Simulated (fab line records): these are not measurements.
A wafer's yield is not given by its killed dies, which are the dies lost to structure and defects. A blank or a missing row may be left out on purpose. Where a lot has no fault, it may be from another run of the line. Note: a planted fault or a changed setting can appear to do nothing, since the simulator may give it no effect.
What tool caused it? :: flow n5-finfet :: 72 wafers from 24 lots sampled at 6 of the route's 1938 steps

## WHAT THE GAUGES READ, wafer by wafer
N5_SD_EPI_P_EPI_MEAS_23. Usual: thk-nm 61.3 nm, standard deviation 1.2.
lot: L074
measured: day 3 14:20
on: film-metro-01
thk-nm (nm): 60.1 61.7 62.0
flag: 

lot: L075
measured: day 3 21:25
on: film-metro-02
thk-nm (nm): 63.9 62.5 61.4
flag: 

lot: L076
measured: day 3 23:50
on: film-metro-02
thk-nm (nm): 60.4 62.0 61.3
flag: 

lot: L077
measured: day 4 13:28
on: film-metro-02
thk-nm (nm): 60.8 59.3 59.5
flag: 

lot: L078
measured: day 4 17:04
on: film-metro-02
thk-nm (nm): 61.0 63.9 61.2
flag: 

lot: L079
measured: day 4 21:46
on: film-metro-02
thk-nm (nm): 61.5 59.9 62.7
flag: 

lot: L080
measured: day 5 01:50
on: film-metro-01
thk-nm (nm): 62.0 61.3 60.1
flag: 

lot: L081
measured: day 5 04:53
on: film-metro-02
thk-nm (nm): 61.3 61.3 62.3
flag: 

lot: L082
measured: day 5 13:19
on: film-metro-01
thk-nm (nm): 59.0 61.5 62.0
flag: 

lot: L083
measured: day 5 16:19
on: film-metro-01
thk-nm (nm): 62.1 63.4 60.7
flag: 

lot: L084
measured: day 5 21:46
on: film-metro-01
thk-nm (nm): 60.9 61.7 61.7
flag: 

lot: L085
measured: day 6 07:05
on: film-metro-01
thk-nm (nm): 61.4 62.4 63.4
flag: 

lot: L086
measured: day 6 09:50
on: film-metro-01
thk-nm (nm): 59.2 59.8 61.3
flag: 

lot: L087
measured: day 6 15:02
on: film-metro-01
thk-nm (nm): 60.7 59.8 60.3
flag: 

lot: L088
measured: day 6 21:03
on: film-metro-01
thk-nm (nm): 62.0 60.7 61.5
flag: 

lot: L089
measured: day 7 07:00
on: film-metro-02
thk-nm (nm): 60.7 62.1 62.7
flag: 

lot: L090
measured: day 7 18:20
on: film-metro-01
thk-nm (nm): 60.8 60.4 61.7
flag: 

lot: L091
measured: day 7 19:38
on: film-metro-01
thk-nm (nm): 65.5 61.0 61.2
flag: 

lot: L092
measured: day 8 02:32
on: film-metro-02
thk-nm (nm): 61.8 63.0 60.3
flag: 

lot: L093
measured: day 8 07:16
on: film-metro-02
thk-nm (nm): 61.2 63.9 61.9
flag: 

lot: L095
measured: day 8 16:04
on: film-metro-02
thk-nm (nm): 61.4 59.5 62.0
flag: 

lot: L094
measured: day 8 17:11
on: film-metro-02
thk-nm (nm): 63.1 62.3 60.1
flag: 

lot: L096
measured: day 9 00:06
on: film-metro-02
thk-nm (nm): 62.5 61.6 62.4
flag: 

lot: L097
measured: day 9 04:47
on: film-metro-01
thk-nm (nm): 60.3 59.4 58.5
flag: 

N5_ILD0_INSPECT_06: inspects for defects (darkfield). Usual: raw-defect-count 38, standard deviation 17.
lot: L074
measured: day 3 22:01
on: defect-inspect-02
raw-defect-count: 45 70 82
flag: 

lot: L075
measured: day 4 05:08
on: defect-inspect-01
raw-defect-count: 16 12 18
flag: 

lot: L076
measured: day 4 07:02
on: defect-inspect-02
raw-defect-count: 59 72 41
flag: 

lot: L077
measured: day 4 20:44
on: defect-inspect-01
raw-defect-count: 38 32 73
flag: 

lot: L078
measured: day 5 00:40
on: defect-inspect-01
raw-defect-count: 52 35 34
flag: 

lot: L079
measured: day 5 06:38
on: defect-inspect-02
raw-defect-count: 43 32 28
flag: 

lot: L080
measured: day 5 09:23
on: defect-inspect-01
raw-defect-count: 28 22 14
flag: 

lot: L081
measured: day 5 12:05
on: defect-inspect-01
raw-defect-count: 14 24 34
flag: 

lot: L082
measured: day 5 20:46
on: defect-inspect-02
raw-defect-count: 28 43 41
flag: 

lot: L083
measured: day 6 00:01
on: defect-inspect-01
raw-defect-count: 45 20 31
flag: 

lot: L084
measured: day 6 05:52
on: defect-inspect-02
raw-defect-count: 64 61 58
flag: 

lot: L085
measured: day 6 14:19
on: defect-inspect-02
raw-defect-count: 29 40 49
flag: 

lot: L086
measured: day 6 17:24
on: defect-inspect-02
raw-defect-count: 42 32 50
flag: 

lot: L087
measured: day 6 23:24
on: defect-inspect-01
raw-defect-count: 23 24 30
flag: 

lot: L088
measured: day 7 04:35
on: defect-inspect-01
raw-defect-count: 44 40 21
flag: 

lot: L089
measured: day 7 14:32
on: defect-inspect-02
raw-defect-count: 73 30 77
flag: 

lot: L090
measured: day 8 01:34
on: defect-inspect-01
raw-defect-count: 33 54 18
flag: 

lot: L091
measured: day 8 02:51
on: defect-inspect-02
raw-defect-count: 39 21 53
flag: 

lot: L092
measured: day 8 09:47
on: defect-inspect-02
raw-defect-count: 56 26 65
flag: 

lot: L093
measured: day 8 14:36
on: defect-inspect-02
raw-defect-count: 27 36 42
flag: 

lot: L095
measured: day 9 00:21
on: defect-inspect-02
raw-defect-count: 34 29 44
flag: 

lot: L094
measured: day 9 01:19
on: defect-inspect-02
raw-defect-count: 14 44 39
flag: 

lot: L096
measured: day 9 07:49
on: defect-inspect-01
raw-defect-count: 22 15 38
flag: 

lot: L097
measured: day 9 12:32
on: defect-inspect-02
raw-defect-count: 36 37 35
flag: 

N5_SDB_CD_MEAS_11: the cd target is 50 nm. Usual: cd-nm 50.0 nm, standard deviation 1.1.
lot: L074
measured: day 3 22:30
on: cd-sem-03
cd-nm (nm): 48.0 49.7 49.6
flag: 

lot: L075
measured: day 4 05:37
on: cd-sem-03
cd-nm (nm): 50.7 49.8 49.9
flag: 

lot: L076
measured: day 4 07:23
on: cd-sem-01
cd-nm (nm): 49.1 50.1 49.4
flag: 

lot: L077
measured: day 4 21:13
on: cd-sem-02
cd-nm (nm): 49.8 48.7 50.0
flag: 

lot: L078
measured: day 5 01:10
on: cd-sem-01
cd-nm (nm): 52.2 52.4 49.6
flag: 

lot: L079
measured: day 5 06:59
on: cd-sem-01
cd-nm (nm): 49.9 49.7 49.3
flag: 

lot: L080
measured: day 5 09:45
on: cd-sem-01
cd-nm (nm): 51.6 49.6 51.2
flag: 

lot: L081
measured: day 5 12:26
on: cd-sem-03
cd-nm (nm): 49.3 50.3 49.7
flag: 

lot: L082
measured: day 5 21:08
on: cd-sem-03
cd-nm (nm): 50.1 49.6 49.1
flag: 

lot: L083
measured: day 6 00:30
on: cd-sem-02
cd-nm (nm): 49.6 50.1 51.5
flag: 

lot: L084
measured: day 6 06:21
on: cd-sem-03
cd-nm (nm): 52.3 50.3 51.0
flag: 

lot: L085
measured: day 6 14:48
on: cd-sem-01
cd-nm (nm): 51.6 51.0 49.7
flag: 

lot: L086
measured: day 6 17:47
on: cd-sem-03
cd-nm (nm): 51.1 48.7 50.1
flag: 

lot: L087
measured: day 6 23:53
on: cd-sem-02
cd-nm (nm): 50.0 49.2 50.7
flag: 

lot: L088
measured: day 7 04:57
on: cd-sem-03
cd-nm (nm): 49.1 48.8 49.2
flag: 

lot: L089
measured: day 7 14:55
on: cd-sem-01
cd-nm (nm): 50.1 49.8 48.2
flag: 

lot: L090
measured: day 8 02:04
on: cd-sem-03
cd-nm (nm): 49.7 50.3 49.9
flag: 

lot: L091
measured: day 8 03:13
on: cd-sem-02
cd-nm (nm): 48.9 47.6 48.0
flag: 

lot: L092
measured: day 8 10:17
on: cd-sem-03
cd-nm (nm): 51.0 51.2 50.0
flag: 

lot: L093
measured: day 8 15:07
on: cd-sem-03
cd-nm (nm): 50.0 50.1 51.0
flag: 

lot: L095
measured: day 9 00:50
on: cd-sem-03
cd-nm (nm): 50.7 53.5 50.9
flag: 

lot: L094
measured: day 9 01:48
on: cd-sem-01
cd-nm (nm): 48.2 49.0 47.9
flag: 

lot: L096
measured: day 9 08:10
on: cd-sem-02
cd-nm (nm): 49.4 50.1 49.0
flag: 

lot: L097
measured: day 9 12:53
on: cd-sem-02
cd-nm (nm): 52.8 50.1 52.4
flag: 

N5_SDB_INSPECT_13: inspects for defects (brightfield). Usual: raw-defect-count 75, standard deviation 36.
lot: L074
measured: day 3 22:33
on: defect-inspect-02
raw-defect-count: 67 75 55
flag: 

lot: L075
measured: day 4 05:40
on: defect-inspect-02
raw-defect-count: 50 68 102
flag: 

lot: L076
measured: day 4 07:26
on: defect-inspect-02
raw-defect-count: 115 146 98
flag: 

lot: L077
measured: day 4 21:16
on: defect-inspect-01
raw-defect-count: 46 85 48
flag: 

lot: L078
measured: day 5 01:13
on: defect-inspect-02
raw-defect-count: 60 83 90
flag: 

lot: L079
measured: day 5 07:03
on: defect-inspect-02
raw-defect-count: 35 19 37
flag: 

lot: L080
measured: day 5 09:49
on: defect-inspect-02
raw-defect-count: 142 170 54
flag: 

lot: L081
measured: day 5 12:30
on: defect-inspect-01
raw-defect-count: 97 39 68
flag: 

lot: L082
measured: day 5 21:11
on: defect-inspect-01
raw-defect-count: 27 86 40
flag: 

lot: L083
measured: day 6 00:33
on: defect-inspect-01
raw-defect-count: 42 36 44
flag: 

lot: L084
measured: day 6 06:25
on: defect-inspect-01
raw-defect-count: 48 73 36
flag: 

lot: L085
measured: day 6 14:51
on: defect-inspect-02
raw-defect-count: 42 48 51
flag: 

lot: L086
measured: day 6 17:50
on: defect-inspect-01
raw-defect-count: 90 55 57
flag: 

lot: L087
measured: day 6 23:56
on: defect-inspect-02
raw-defect-count: 95 58 78
flag: 

lot: L088
measured: day 7 05:00
on: defect-inspect-02
raw-defect-count: 68 43 67
flag: 

lot: L089
measured: day 7 14:58
on: defect-inspect-01
raw-defect-count: 60 85 47
flag: 

lot: L090
measured: day 8 02:07
on: defect-inspect-01
raw-defect-count: 121 79 111
flag: 

lot: L091
measured: day 8 03:16
on: defect-inspect-01
raw-defect-count: 72 52 35
flag: 

lot: L092
measured: day 8 10:20
on: defect-inspect-02
raw-defect-count: 92 116 104
flag: 

lot: L093
measured: day 8 15:10
on: defect-inspect-01
raw-defect-count: 34 49 40
flag: 

lot: L095
measured: day 9 00:53
on: defect-inspect-02
raw-defect-count: 106 123 69
flag: 

lot: L094
measured: day 9 01:52
on: defect-inspect-02
raw-defect-count: 55 43 97
flag: 

lot: L096
measured: day 9 08:14
on: defect-inspect-02
raw-defect-count: 72 68 68
flag: 

lot: L097
measured: day 9 12:56
on: defect-inspect-01
raw-defect-count: 52 52 66
flag: 

N5_SDB_INSPECT_36: inspects for defects (darkfield). Usual: raw-defect-count 34, standard deviation 14.
lot: L074
measured: day 4 02:37
on: defect-inspect-01
raw-defect-count: 20 32 26
flag: 

lot: L075
measured: day 4 09:33
on: defect-inspect-01
raw-defect-count: 23 18 36
flag: 

lot: L076
measured: day 4 12:25
on: defect-inspect-01
raw-defect-count: 41 19 28
flag: 

lot: L077
measured: day 5 01:30
on: defect-inspect-01
raw-defect-count: 32 27 27
flag: 

lot: L078
measured: day 5 05:12
on: defect-inspect-02
raw-defect-count: 49 26 19
flag: 

lot: L079
measured: day 5 11:46
on: defect-inspect-02
raw-defect-count: 48 47 52
flag: 

lot: L080
measured: day 5 13:50
on: defect-inspect-02
raw-defect-count: 24 40 18
flag: 

lot: L081
measured: day 5 18:12
on: defect-inspect-02
raw-defect-count: 54 36 16
flag: 

lot: L082
measured: day 6 01:19
on: defect-inspect-02
raw-defect-count: 23 30 29
flag: 

lot: L083
measured: day 6 04:39
on: defect-inspect-01
raw-defect-count: 24 34 28
flag: 

lot: L084
measured: day 6 10:36
on: defect-inspect-01
raw-defect-count: 13 29 29
flag: 

lot: L085
measured: day 6 18:52
on: defect-inspect-01
raw-defect-count: 19 31 31
flag: 

lot: L086
measured: day 6 22:13
on: defect-inspect-01
raw-defect-count: 28 25 15
flag: 

lot: L087
measured: day 7 04:41
on: defect-inspect-02
raw-defect-count: 26 49 54
flag: 

lot: L088
measured: day 7 08:54
on: defect-inspect-02
raw-defect-count: 55 53 68
flag: 

lot: L089
measured: day 7 19:20
on: defect-inspect-02
raw-defect-count: 33 31 21
flag: 

lot: L090
measured: day 8 06:00
on: defect-inspect-02
raw-defect-count: 54 52 31
flag: 

lot: L091
measured: day 8 07:10
on: defect-inspect-02
raw-defect-count: 28 36 25
flag: 

lot: L092
measured: day 8 14:59
on: defect-inspect-01
raw-defect-count: 47 33 69
flag: 

lot: L093
measured: day 8 19:17
on: defect-inspect-02
raw-defect-count: 16 48 21
flag: 

lot: L095
measured: day 9 05:19
on: defect-inspect-02
raw-defect-count: 23 31 46
flag: 

lot: L094
measured: day 9 05:56
on: defect-inspect-02
raw-defect-count: 20 23 27
flag: 

lot: L096
measured: day 9 12:23
on: defect-inspect-01
raw-defect-count: 16 43 20
flag: 

lot: L097
measured: day 9 17:17
on: defect-inspect-01
raw-defect-count: 57 55 48
flag: 

## WHAT TOOL EACH LOT RAN ON (gives the tool, then ch and the chambers of the sampled wafers, and finally the start)
lot: L074
N5_SDB_CMP_30: cmp-04 ch 1,2,3, day 4 02:20

lot: L075
N5_SDB_CMP_30: cmp-04 ch 0,1,2, day 4 09:14

lot: L076
N5_SDB_CMP_30: cmp-04 ch 1,2,3, day 4 12:06

lot: L077
N5_SDB_CMP_30: cmp-03 ch 0,2,3, day 5 01:11

lot: L078
N5_SDB_CMP_30: cmp-02 ch 0,1,3, day 5 04:53

lot: L079
N5_SDB_CMP_30: cmp-03 ch 0,2,3, day 5 11:31

lot: L080
N5_SDB_CMP_30: cmp-02 ch 0,1,2, day 5 13:33

lot: L081
N5_SDB_CMP_30: cmp-02 ch 0,1,2, day 5 17:55

lot: L082
N5_SDB_CMP_30: cmp-03 ch 0,1,3, day 6 01:00

lot: L083
N5_SDB_CMP_30: cmp-02 ch 1,2,3, day 6 04:24

lot: L084
N5_SDB_CMP_30: cmp-04 ch 0,1, day 6 10:17

lot: L085
N5_SDB_CMP_30: cmp-03 ch 0,1,2, day 6 18:40

lot: L086
N5_SDB_CMP_30: cmp-02 ch 2,3, day 6 21:54

lot: L087
N5_SDB_CMP_30: cmp-02 ch 0,1,2, day 7 04:27

lot: L088
N5_SDB_CMP_30: cmp-02 ch 0,2,3, day 7 08:41

lot: L089
N5_SDB_CMP_30: cmp-03 ch 0,1,3, day 7 18:46

lot: L090
N5_SDB_CMP_30: cmp-03 ch 0,1, day 8 05:41

lot: L091
N5_SDB_CMP_30: cmp-03 ch 0,2,3, day 8 06:55

lot: L092
N5_SDB_CMP_30: cmp-02 ch 1,2,3, day 8 14:40

lot: L093
N5_SDB_CMP_30: cmp-03 ch 0,1,2, day 8 19:00

lot: L095
N5_SDB_CMP_30: cmp-04 ch 0,2,3, day 9 05:04

lot: L094
N5_SDB_CMP_30: cmp-02 ch 1,3, day 9 05:39

lot: L096
N5_SDB_CMP_30: cmp-02 ch 0,2, day 9 12:04

lot: L097
N5_SDB_CMP_30: cmp-03 ch 0,2, day 9 17:00
- N5_SDB_CMP_30: polishes, stops on poly-Si, t overpolish 1.54 s, target thk 30 nm.

## AS READ BY THE TOOLS THEMSELVES (means over the sampled wafers that have a number; for cases with no such wafer, the mark the record gives instead)
N5_SDB_CMP_30. Usual: motor-current-A 13.0 A, standard deviation 1.4; overpolish-run-s 1.540 s, standard deviation 0.0098; platen-rpm 51.79 rpm, standard deviation 0.035; retaining-ring-pressure-frac 1.000, standard deviation 0.0052; time-to-endpoint-s 16.9 s, standard deviation 2.5.
lot: L074
tool: cmp-04
motor-current-A (A): 12.3
overpolish-run-s (s): 1.541
platen-rpm (rpm): 51.84
retaining-ring-pressure-frac: 0.996
time-to-endpoint-s (s): 20.7
flag: 

lot: L075
tool: cmp-04
motor-current-A (A): 12.2
overpolish-run-s (s): 1.538
platen-rpm (rpm): 51.77
retaining-ring-pressure-frac: 1.000
time-to-endpoint-s (s): 17.0
flag: 

lot: L076
tool: cmp-04
motor-current-A (A): 12.5
overpolish-run-s (s): 1.547
platen-rpm (rpm): 51.80
retaining-ring-pressure-frac: 1.002
time-to-endpoint-s (s): 19.3
flag: 

lot: L077
tool: cmp-03
motor-current-A (A): 13.2
overpolish-run-s (s): 1.539
platen-rpm (rpm): 51.80
retaining-ring-pressure-frac: 1.001
time-to-endpoint-s (s): 15.4
flag: 

lot: L078
tool: cmp-02
motor-current-A (A): 12.9
overpolish-run-s (s): 1.542
platen-rpm (rpm): 51.80
retaining-ring-pressure-frac: 0.995
time-to-endpoint-s (s): 18.2
flag: 

lot: L079
tool: cmp-03
motor-current-A (A): 12.8
overpolish-run-s (s): 1.554
platen-rpm (rpm): 51.81
retaining-ring-pressure-frac: 0.999
time-to-endpoint-s (s): 15.6
flag: 

lot: L080
tool: cmp-02
motor-current-A (A): 13.6
overpolish-run-s (s): 1.534
platen-rpm (rpm): 51.78
retaining-ring-pressure-frac: 1.004
time-to-endpoint-s (s): 17.3
flag: 

lot: L081
tool: cmp-02
motor-current-A (A): 13.7
overpolish-run-s (s): 1.541
platen-rpm (rpm): 51.80
retaining-ring-pressure-frac: 1.002
time-to-endpoint-s (s): 19.0
flag: 

lot: L082
tool: cmp-03
motor-current-A (A): 13.4
overpolish-run-s (s): 1.543
platen-rpm (rpm): 51.77
retaining-ring-pressure-frac: 1.002
time-to-endpoint-s (s): 15.3
flag: 

lot: L083
tool: cmp-02
motor-current-A (A): 12.6
overpolish-run-s (s): 1.539
platen-rpm (rpm): 51.80
retaining-ring-pressure-frac: 1.001
time-to-endpoint-s (s): 18.4
flag: 

lot: L084
tool: cmp-04
motor-current-A (A): 12.6
overpolish-run-s (s): 1.543
platen-rpm (rpm): 51.80
retaining-ring-pressure-frac: 0.999
time-to-endpoint-s (s): 16.7
flag: 

lot: L085
tool: cmp-03
motor-current-A (A): 13.2
overpolish-run-s (s): 1.534
platen-rpm (rpm): 51.78
retaining-ring-pressure-frac: 1.002
time-to-endpoint-s (s): 14.6
flag: 

lot: L086
tool: cmp-02
motor-current-A (A): 13.5
overpolish-run-s (s): 1.540
platen-rpm (rpm): 51.78
retaining-ring-pressure-frac: 0.997
time-to-endpoint-s (s): 18.5
flag: 

lot: L087
tool: cmp-02
motor-current-A (A): 13.9
overpolish-run-s (s): 1.549
platen-rpm (rpm): 51.78
retaining-ring-pressure-frac: 1.000
time-to-endpoint-s (s): 19.0
flag: 

lot: L088
tool: cmp-02
motor-current-A (A): 13.8
overpolish-run-s (s): 1.550
platen-rpm (rpm): 51.82
retaining-ring-pressure-frac: 0.996
time-to-endpoint-s (s): 18.1
flag: 

lot: L089
tool: cmp-03
motor-current-A (A): 13.4
overpolish-run-s (s): 1.543
platen-rpm (rpm): 51.80
retaining-ring-pressure-frac: 1.002
time-to-endpoint-s (s): 16.3
flag: 

lot: L090
tool: cmp-03
motor-current-A (A): 13.7
overpolish-run-s (s): 1.532
platen-rpm (rpm): 51.77
retaining-ring-pressure-frac: 1.003
time-to-endpoint-s (s): 18.2
flag: 

lot: L091
tool: cmp-03
motor-current-A (A): 13.1
overpolish-run-s (s): 1.542
platen-rpm (rpm): 51.79
retaining-ring-pressure-frac: 1.002
time-to-endpoint-s (s): 15.3
flag: 

lot: L092
tool: cmp-02
motor-current-A (A): 13.1
overpolish-run-s (s): 1.545
platen-rpm (rpm): 51.85
retaining-ring-pressure-frac: 0.999
time-to-endpoint-s (s): 17.8
flag: 

lot: L093
tool: cmp-03
motor-current-A (A): 13.0
overpolish-run-s (s): 1.542
platen-rpm (rpm): 51.81
retaining-ring-pressure-frac: 0.997
time-to-endpoint-s (s): 15.5
flag: 

lot: L095
tool: cmp-04
motor-current-A (A): 11.3
overpolish-run-s (s): 1.541
platen-rpm (rpm): 51.78
retaining-ring-pressure-frac: 0.998
time-to-endpoint-s (s): 19.4
flag: 

lot: L094
tool: cmp-02
motor-current-A (A): 11.6
overpolish-run-s (s): 1.536
platen-rpm (rpm): 51.82
retaining-ring-pressure-frac: 1.001
time-to-endpoint-s (s): 16.7
flag: 

lot: L096
tool: cmp-02
motor-current-A (A): 14.7
overpolish-run-s (s): 1.539
platen-rpm (rpm): 51.82
retaining-ring-pressure-frac: 1.001
time-to-endpoint-s (s): 14.9
flag: 

lot: L097
tool: cmp-03
motor-current-A (A): 13.6
overpolish-run-s (s): 1.552
platen-rpm (rpm): 51.80
retaining-ring-pressure-frac: 1.001
time-to-endpoint-s (s): 12.6
flag: 

## THE ANSWER, worked out from the rows above alone
Rule: a lot counts as off when the mean over its wafers that have a number is more than 3 standard deviations away from the usual mean. Also off: a lot with no number at a reading for which 4 or more lots have one. Where the step has rows for the other lots, those lots are counted as sound. The gauges are gone through in route order, then the tools' own readings, and for those a lot's mean is taken as printed above. At the first step where some lot is off, the reading lying furthest off is the one used; lots without a number count as furthest.
None of the lots is off at any reading shown; this tells nothing.

## WHAT THE SIMULATOR PUT IN
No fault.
